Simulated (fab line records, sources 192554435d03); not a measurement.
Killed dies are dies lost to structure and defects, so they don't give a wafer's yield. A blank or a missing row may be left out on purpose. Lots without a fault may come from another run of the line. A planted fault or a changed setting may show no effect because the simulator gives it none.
A struck lot beside a sound one | flow n5_finfet | 26 steps out of a route of 1938
Sound: wafers L520.1, L520.4, L520.6. Struck: wafers L517.1, L517.3, L517.5. The cause comes at the end.
At each step with rows: each side's tool, then ch and its chambers, then its first start. Under that, the readings that differ: sound wafers | struck wafers | difference of the means | sigmas: that difference in standard deviations of wafers without a fault.
alike: readings whose means differ by less than 2 such deviations, and words and numbers that are the same on both sides. not compared: withheld readings, readings that some wafer has no value for, bounds like >300 that may hide the same value, and numbers for which the record gives no deviation and whose values overlap.
The two part at a step that has a row with sigmas, a row that says differs or no value, or rows on one side only. Numbers that don't overlap but have no deviation are shown without sigmas and don't part them. A reading that every wafer of one side lacks parts them only if that side has two wafers or more.

first, 1 step without rows for these wafers: N5_BEOL_M5_ETCH_72 (etches underlayer in N2/H2, target depth 6.5 nm, time 5.2 s).
N5_BEOL_M5_ETCH_61: etches SiARC in CF4, target depth 15.6 nm, time 26 s.
  sound on rie_diel-03 ch 0,1,2, day 12 06:11; struck on rie_diel-05 ch 0,3, day 12 02:59
  reading               | sound          | struck         | difference | sigmas
  etch_rf_on_time_s (s) | 25.2 24.0 25.7 | 27.2 26.5 27.0 | +1.9       | +2
  alike: drypump_motor_current_A, oes_product_au, rf_fwd_power_W, rf_vpp_V, showerhead_plenum_p_Torr, throttle_valve_pct
  not compared: rf_hours_counter_h
N5_BEOL_M5_ETCH_62: etches SOC in N2/H2, target depth 75 nm, overetch 15 nm, time 112.5 s.
  sound on rie_diel-03 ch 0,1,2, day 12 06:12; struck on rie_diel-05 ch 0,3, day 12 03:00
  alike: drypump_motor_current_A, oes_product_au, rf_fwd_power_W, rf_vpp_V, showerhead_plenum_p_Torr, throttle_valve_pct
  not compared: rf_hours_counter_h
then, 4 steps without rows for these wafers: N5_BEOL_M5_STRIP_63 (strips in N2/H2); N5_BEOL_M5_STRIP_73 (strips in N2/H2); N5_BEOL_M5_STRIP_64 (strips in CF4); N5_BEOL_M5_HM_OPEN_17 (chemistry Cl2/BCl3, target TiN, target depth 20 nm, overetch 6 nm).
N5_BEOL_M5_STRIP_19: strips in O2.
  sound on rie_diel-05 ch 0,1,3, day 12 06:30; struck on rie_diel-03 ch 0,1,2, day 12 03:17
  alike: drypump_motor_current_A, oes_product_au, rf_vpp_V, showerhead_plenum_p_Torr, throttle_valve_pct
  not compared: rf_hours_counter_h
N5_BEOL_M5_CD_MEAS_18: pitch 56 nm, target cd 28 nm.
  sound on cd_sem-01, day 12 06:34; struck on cd_sem-01, day 12 03:21
  alike: cd_nm
then, 3 steps without rows for these wafers: N5_BEOL_M5_COAT_65 (time 60 s, resist thk 60 nm); N5_BEOL_M5_COAT_66 (time 60 s, resist thk 12 nm); N5_BEOL_M5_COAT_74 (time 60 s, resist thk 5 nm).
N5_BEOL_M5_COAT_22: resist thk 30 nm.
  sound on litho_track-04 ch 0, day 12 09:25; struck on litho_track-03 ch 0, day 12 03:54
  reading                                      | sound                | struck               | difference | sigmas
  spin_speed_rpm (rpm)                         | 1499.0 1499.3 1498.3 | 1734.2 1735.4 1734.8 | +235.9     | +99 or more
  model.CAR-EUV_of_BEOL_M5_COAT_22.thk_nm (nm) | 29.8 30 29.8         | 27.8 27.8 27.8       | -2.1       |
then, 5 steps without rows for these wafers: N5_BEOL_M5_EBR_24; N5_BEOL_M5_SOFTBAKE_23 (time 60 s); N5_BEOL_M5_EXPOSE_25 (exposes mask V4, defocus 10 nm); N5_BEOL_M5_PEB_26 (peb time 60 s); N5_BEOL_M5_DEVELOP_27 (develop time 30 s).
N5_BEOL_M5_CD_MEAS_28: target cd 30.6 nm, target cd y 20 nm.
  sound on cd_sem-01 ch 0, day 12 09:41; struck on cd_sem-01 ch 0, day 12 04:10
  reading    | sound             | struck            | difference | sigmas
  cd_nm (nm) | 30.49 30.34 30.24 | 30.83 31.05 30.61 | +0.47      | +2
N5_BEOL_M5_OVL_MEAS_29:
  sound on overlay-02 ch 0, day 12 09:43; struck on overlay-01 ch 0, day 12 04:12
  alike: V4_OVL
N5_BEOL_M5_INSPECT_30: inspects for defects (brightfield).
  sound on defect_inspect-01, day 12 09:46; struck on defect_inspect-01, day 12 04:16
  alike: raw_defect_count
N5_BEOL_M5_DESCUM_33: chemistry O2, time 7 s.
  sound on rie_diel-05 ch 0,1,2, day 12 09:48; struck on rie_diel-05 ch 1,2, day 12 04:18
  alike: drypump_motor_current_A, oes_product_au, rf_fwd_power_W, rf_vpp_V, showerhead_plenum_p_Torr, throttle_valve_pct
  not compared: rf_hours_counter_h
N5_BEOL_M5_ETCH_75: etches underlayer in N2/H2, target depth 6.5 nm, time 5.2 s.
  sound on rie_diel-05 ch 0,1,2, day 12 09:50; struck on rie_diel-05 ch 1,2, day 12 04:20
  alike: drypump_motor_current_A, etch_rf_on_time_s, oes_product_au, rf_fwd_power_W, rf_vpp_V, showerhead_plenum_p_Torr, throttle_valve_pct
  not compared: rf_hours_counter_h
N5_BEOL_M5_ETCH_67: etches SiARC in CF4, target depth 15.6 nm, time 26 s.
  sound on rie_diel-05 ch 0,1,2, day 12 09:52; struck on rie_diel-05 ch 1,2, day 12 04:21
  reading                                      | sound      | struck | difference | sigmas
  model.CAR-EUV_of_BEOL_M5_COAT_22.thk_nm (nm) | 11 11.2 11 | 9 9 9  | -2         |
  alike: drypump_motor_current_A, etch_rf_on_time_s, oes_product_au, rf_fwd_power_W, rf_vpp_V, showerhead_plenum_p_Torr, throttle_valve_pct
  not compared: rf_hours_counter_h
then, 1 step without rows for these wafers: N5_BEOL_M5_ETCH_68 (etches SOC in N2/H2, target depth 80 nm, overetch 16 nm, time 120 s).
-- the record jumps here: 4 days lie between the struck wafers' starts before and after (it left off in module BEOL_M5 and takes up again in module PASSIVATION, whose first step shown is number 1936 of the route) --
N5_PASSIVATION_PROBE_49:
  sound on prober-01, day 16 11:30; struck on prober-01, day 16 09:08
  reading                 | sound       | struck      | difference | sigmas
  killed_short            | 26 28 25    | 45 50 51    | +22        | +3
  sort_bin_5_function (%) | 4.8 4.4 4.2 | 5.5 6.2 7.1 | +1.8       | +2
  alike: defect_limited_yield, killed_at_M0_to_M3, killed_at_M4_up, killed_at_contacts, killed_at_front_end, killed_at_other, killed_dies, killed_on_rim, killed_open, sort_bin_6_memory, sort_bin_8_speed, sort_n_pass, sort_yield_pct

WHERE THEY PART
First at N5_BEOL_M5_ETCH_61; last, within this record, at N5_PASSIVATION_PROBE_49.

WHY: what the simulator had put in
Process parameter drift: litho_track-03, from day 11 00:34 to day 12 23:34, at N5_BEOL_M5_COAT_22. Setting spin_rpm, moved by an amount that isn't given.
